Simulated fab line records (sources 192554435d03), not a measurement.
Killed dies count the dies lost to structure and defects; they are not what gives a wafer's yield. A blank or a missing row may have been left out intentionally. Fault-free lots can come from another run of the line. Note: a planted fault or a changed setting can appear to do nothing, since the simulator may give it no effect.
Matching of chambers :: flow n5Finfet :: N5_SD_EPI_N_ETCHBACK_44 on rieDiel-05: 4 sister chambers
The step etches SiNx in CH3F/O2, stops on SiO2, target depth 14.5 nm. 18 wafers are shown with their chamber, then 9 later ones without.

WAFERS, EACH WITH ITS CHAMBER
wafer: L076.1
chamber: 2
drypumpMotorCurrentA (A): 5.7
showerheadPlenumPTorr (Torr): 2.04
rfVppV (V): 300

wafer: L076.3
chamber: 0
drypumpMotorCurrentA (A): 5.2
showerheadPlenumPTorr (Torr): 1.97
rfVppV (V): 292

wafer: L076.5
chamber: 1
drypumpMotorCurrentA (A): 4.9
showerheadPlenumPTorr (Torr): 1.97
rfVppV (V): 289

wafer: L077.1
chamber: 1
drypumpMotorCurrentA (A): 4.9
showerheadPlenumPTorr (Torr): 1.96
rfVppV (V): 288

wafer: L077.2
chamber: 3
drypumpMotorCurrentA (A): 5.4
showerheadPlenumPTorr (Torr): 1.99
rfVppV (V): 297

wafer: L077.3
chamber: 2
drypumpMotorCurrentA (A): 5.6
showerheadPlenumPTorr (Torr): 2.04
rfVppV (V): 301

wafer: L081.3
chamber: 1
drypumpMotorCurrentA (A): 4.8
showerheadPlenumPTorr (Torr): 1.96
rfVppV (V): 289

wafer: L081.4
chamber: 0
drypumpMotorCurrentA (A): 5.3
showerheadPlenumPTorr (Torr): 1.96
rfVppV (V): 293

wafer: L081.5
chamber: 3
drypumpMotorCurrentA (A): 5.4
showerheadPlenumPTorr (Torr): 1.99
rfVppV (V): 297

wafer: L090.2
chamber: 3
drypumpMotorCurrentA (A): 5.4
showerheadPlenumPTorr (Torr): 1.99
rfVppV (V): 297

wafer: L090.4
chamber: 1
drypumpMotorCurrentA (A): 4.9
showerheadPlenumPTorr (Torr): 1.96
rfVppV (V): 289

wafer: L090.5
chamber: 1
drypumpMotorCurrentA (A): 4.8
showerheadPlenumPTorr (Torr): 1.96
rfVppV (V): 288

wafer: L091.2
chamber: 2
drypumpMotorCurrentA (A): 5.6
showerheadPlenumPTorr (Torr): 2.03
rfVppV (V): 298

wafer: L091.5
chamber: 2
drypumpMotorCurrentA (A): 5.6
showerheadPlenumPTorr (Torr): 2.03
rfVppV (V): 300

wafer: L091.6
chamber: 3
drypumpMotorCurrentA (A): 5.4
showerheadPlenumPTorr (Torr): 1.98
rfVppV (V): 298

wafer: L092.4
chamber: 3
drypumpMotorCurrentA (A): 5.4
showerheadPlenumPTorr (Torr): 1.98
rfVppV (V): 298

wafer: L092.5
chamber: 0
drypumpMotorCurrentA (A): 5.3
showerheadPlenumPTorr (Torr): 1.96
rfVppV (V): 291

wafer: L092.6
chamber: 1
drypumpMotorCurrentA (A): 4.9
showerheadPlenumPTorr (Torr): 1.96
rfVppV (V): 287

SIGNATURES, as means of the wafers listed above
reading: drypumpMotorCurrentA
chamber 0: 5.267
chamber 1: 4.867
chamber 2: 5.625
chamber 3: 5.400
scatter within a chamber: 0.0443

reading: showerheadPlenumPTorr
chamber 0: 1.9633
chamber 1: 1.9617
chamber 2: 2.0350
chamber 3: 1.9860
scatter within a chamber: 0.00514

reading: rfVppV
chamber 0: 292.00
chamber 1: 288.33
chamber 2: 299.75
chamber 3: 297.40
scatter within a chamber: 0.898
Rule: for each reading, subtract the chamber's mean from the wafer's reading, divide by that reading's scatter and square the result; add these up over the readings and take the root, which gives the wafer's distance from the chamber. The wafer belongs to the nearest chamber; if the next one is less than 2 further off, it can't be placed. The scatter: take each reading less its chamber's mean, square it, sum over the shown wafers, divide by the number of wafers less the number of chambers, and take the root.

WAFERS WITHOUT THEIR CHAMBER
wafer: L094.1
drypumpMotorCurrentA (A): 5.4
showerheadPlenumPTorr (Torr): 1.98
rfVppV (V): 300

wafer: L094.4
drypumpMotorCurrentA (A): 5.3
showerheadPlenumPTorr (Torr): 1.96
rfVppV (V): 292

wafer: L094.5
drypumpMotorCurrentA (A): 5.2
showerheadPlenumPTorr (Torr): 1.95
rfVppV (V): 290

wafer: L095.1
drypumpMotorCurrentA (A): 5.6
showerheadPlenumPTorr (Torr): 2.03
rfVppV (V): 300

wafer: L095.3
drypumpMotorCurrentA (A): 5.3
showerheadPlenumPTorr (Torr): 1.95
rfVppV (V): 292

wafer: L095.4
drypumpMotorCurrentA (A): 5.4
showerheadPlenumPTorr (Torr): 1.98
rfVppV (V): 299

wafer: L096.3
drypumpMotorCurrentA (A): 4.9
showerheadPlenumPTorr (Torr): 1.95
rfVppV (V): 289

wafer: L096.4
drypumpMotorCurrentA (A): 5.6
showerheadPlenumPTorr (Torr): 2.02
rfVppV (V): 299

wafer: L096.6
drypumpMotorCurrentA (A): 4.9
showerheadPlenumPTorr (Torr): 1.95
rfVppV (V): 290

THE CHAMBER EACH PASSED THROUGH
wafer: L094.1
from the rows above: 3
in truth: 3

wafer: L094.4
from the rows above: 0
in truth: 0

wafer: L094.5
from the rows above: 0
in truth: 0

wafer: L095.1
from the rows above: 2
in truth: 2

wafer: L095.3
from the rows above: 0
in truth: 0

wafer: L095.4
from the rows above: 3
in truth: 3

wafer: L096.3
from the rows above: 1
in truth: 1

wafer: L096.4
from the rows above: 2
in truth: 2

wafer: L096.6
from the rows above: 1
in truth: 1
Correct placement for 9 of the 9. Number that these rows cannot place: 0. Wrongly placed: 0.
